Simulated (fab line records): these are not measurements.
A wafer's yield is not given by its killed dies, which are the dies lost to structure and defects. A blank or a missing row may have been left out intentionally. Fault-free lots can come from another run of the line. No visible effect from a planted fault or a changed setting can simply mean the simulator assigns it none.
Matching of chambers    flow n5 finfet    rie diel-01 running N5_BEOL_M0_ETCH_128: 4 sister chambers
The step etches SiCN in CF4/N2, target depth 12 nm, overetch 5.1 nm, time 21.4 s. 8 wafers are shown with their chamber, then 7 later ones without.

WAFERS PAIRED WITH THEIR CHAMBERS
wafer   chamber  showerhead plenum p Torr (Torr)  rf vpp V (V)
L075.3  3        2.30                             384.7
L078.4  2        2.21                             382.4
L082.2  1        2.13                             381.4
L089.1  2        2.20                             382.4
L089.4  1        2.12                             379.4
L089.6  0        2.19                             381.8
L090.1  0        2.19                             382.0
L090.3  3        2.29                             385.4

WAFERS WITH NO CHAMBER GIVEN
wafer   showerhead plenum p Torr (Torr)  rf vpp V (V)
L090.4  2.20                             382.3
L094.1  2.12                             379.9
L094.2  2.29                             383.4
L094.4  2.18                             381.4
L095.2  2.19                             382.3
L095.4  2.12                             380.7
L095.6  2.18                             382.9

WHICH CHAMBER EACH WENT THROUGH
wafer   from the rows above      in truth
L090.4  can't be placed: 2 or 0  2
L094.1  1                        1
L094.2  3                        3
L094.4  0                        0
L095.2  can't be placed: 0 or 2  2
L095.4  1                        1
L095.6  0                        0
Placed correctly: 5 of 7. Not placeable from these rows: 2 (in 2, the candidates include the true chamber). Wrongly placed: 0.
How it was worked out, from the rows above alone: a wafer's distance from a chamber is the root of the sum, over the readings, of the square of ((its reading less the chamber's mean) divided by the reading's scatter). The wafer belongs to the nearest chamber; if the next one is less than 2 further off, it can't be placed. For every chamber, the mean is computed from those of its wafers that are shown. How the scatter is found: for the shown wafers, subtract from each reading the mean of its chamber, square and add these, divide the total by (wafers less chambers), then take the root.
